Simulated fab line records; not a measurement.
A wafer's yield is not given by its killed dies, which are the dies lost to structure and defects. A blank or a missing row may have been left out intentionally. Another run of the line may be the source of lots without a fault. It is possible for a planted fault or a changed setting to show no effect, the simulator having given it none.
Which tool was responsible? || flow nand-harc || 12 lots, 36 wafers sampled, at 3 steps of a route of 1159

== WHAT EACH GAUGE READ, for each wafer ==
NHARC_A_CONTACT_OVL_MEAS_43.
{"lot": "L077", "measured": "day 16 18:34", "on": "overlay-01", "overlay-x-nm (nm)": "0.6 0.1 0.3"}
{"lot": "L074", "measured": "day 16 22:19", "on": "overlay-02", "overlay-x-nm (nm)": "-0.3 -0.8 -0.3"}
{"lot": "L076", "measured": "day 17 02:43", "on": "overlay-01", "overlay-x-nm (nm)": "0.3 0.0 0.1"}
{"lot": "L081", "measured": "day 17 19:34", "on": "overlay-02", "overlay-x-nm (nm)": "0.7 0.7 0.3"}
{"lot": "L083", "measured": "day 18 20:05", "on": "overlay-02", "overlay-x-nm (nm)": "-0.4 -0.7 -0.2"}
{"lot": "L084", "measured": "day 19 01:00", "on": "overlay-01", "overlay-x-nm (nm)": "-1.1 -0.3 -0.2"}
{"lot": "L088", "measured": "day 19 13:26", "on": "overlay-02", "overlay-x-nm (nm)": "0.0 0.1 0.9"}
{"lot": "L090", "measured": "day 19 15:55", "on": "overlay-02", "overlay-x-nm (nm)": "0.3 -0.1 -0.3"}
{"lot": "L091", "measured": "day 20 08:29", "on": "overlay-01", "overlay-x-nm (nm)": "0.7 0.9 0.2"}
{"lot": "L092", "measured": "day 20 23:53", "on": "overlay-01", "overlay-x-nm (nm)": "1.9 1.7 1.5"}
{"lot": "L094", "measured": "day 21 17:09", "on": "overlay-02", "overlay-x-nm (nm)": "-0.4 -0.3 -0.3"}
{"lot": "L097", "measured": "day 22 20:38", "on": "overlay-01", "overlay-x-nm (nm)": "-1.5 -1.1 -0.8"}

== TOOL THAT RAN EACH LOT (tool first, then ch and the chambers of the sampled wafers, then the start) ==
{"lot": "L077", "NHARC_A_WL_FILL_STRIP_29": "rie-diel-06 ch 1,2, day 15 20:43", "NHARC_A_CONTACT_DEP_28": "acl-dep-01 ch 0, day 16 15:52"}
{"lot": "L074", "NHARC_A_WL_FILL_STRIP_29": "rie-diel-06 ch 0,1,3, day 16 02:32", "NHARC_A_CONTACT_DEP_28": "acl-dep-02 ch 0, day 16 19:13"}
{"lot": "L076", "NHARC_A_WL_FILL_STRIP_29": "rie-diel-06 ch 0,2, day 16 06:19", "NHARC_A_CONTACT_DEP_28": "acl-dep-03 ch 0, day 16 23:55"}
{"lot": "L081", "NHARC_A_WL_FILL_STRIP_29": "rie-diel-05 ch 0,3, day 17 01:24", "NHARC_A_CONTACT_DEP_28": "acl-dep-01 ch 0, day 17 16:35"}
{"lot": "L083", "NHARC_A_WL_FILL_STRIP_29": "rie-diel-06 ch 1,2,3, day 18 00:41", "NHARC_A_CONTACT_DEP_28": "acl-dep-01 ch 0, day 18 17:04"}
{"lot": "L084", "NHARC_A_WL_FILL_STRIP_29": "rie-diel-09 ch 0,2,3, day 18 10:46", "NHARC_A_CONTACT_DEP_28": "acl-dep-01 ch 0, day 18 21:49"}
{"lot": "L088", "NHARC_A_WL_FILL_STRIP_29": "rie-diel-06 ch 1,3, day 18 21:14", "NHARC_A_CONTACT_DEP_28": "acl-dep-01 ch 0, day 19 10:20"}
{"lot": "L090", "NHARC_A_WL_FILL_STRIP_29": "rie-diel-06 ch 0,1,2, day 19 00:17", "NHARC_A_CONTACT_DEP_28": "acl-dep-03 ch 0, day 19 12:52"}
{"lot": "L091", "NHARC_A_WL_FILL_STRIP_29": "rie-diel-09 ch 0,1,3, day 19 17:03", "NHARC_A_CONTACT_DEP_28": "acl-dep-02 ch 0, day 20 05:52"}
{"lot": "L092", "NHARC_A_WL_FILL_STRIP_29": "rie-diel-05 ch 1,3, day 20 03:40", "NHARC_A_CONTACT_DEP_28": "acl-dep-02 ch 0, day 20 21:34"}
{"lot": "L094", "NHARC_A_WL_FILL_STRIP_29": "rie-diel-09 ch 0,1,2, day 20 20:02", "NHARC_A_CONTACT_DEP_28": "acl-dep-01 ch 0, day 21 14:08"}
{"lot": "L097", "NHARC_A_WL_FILL_STRIP_29": "rie-diel-06 ch 0,3, day 22 05:19", "NHARC_A_CONTACT_DEP_28": "acl-dep-03 ch 0, day 22 18:27"}
- NHARC_A_WL_FILL_STRIP_29: strips in O2, time 20 s.
- NHARC_A_CONTACT_DEP_28: deposits aC, target thk 3600 nm.

== THE ANSWER, worked out from the rows above alone ==
Rule: the lots themselves supply what counts as usual. The widest of any qualifying gaps counts: lots, ordered by their means at a reading, are off when they make up no more than a third of the lots, leave a main group of 4 or more, and stand apart from it by 3 or more times the standard deviation of that group's means. A main group whose means are all the same, to the digits that the tables above print for the reading, isn't used. A lot without any number at a reading at which 4 lots or more have one is off too. Any other lot the step has rows for is counted as sound.
No lot is off at any reading shown: from this, nothing can be told.

== WHAT THE SIMULATOR HAD INSERTED ==
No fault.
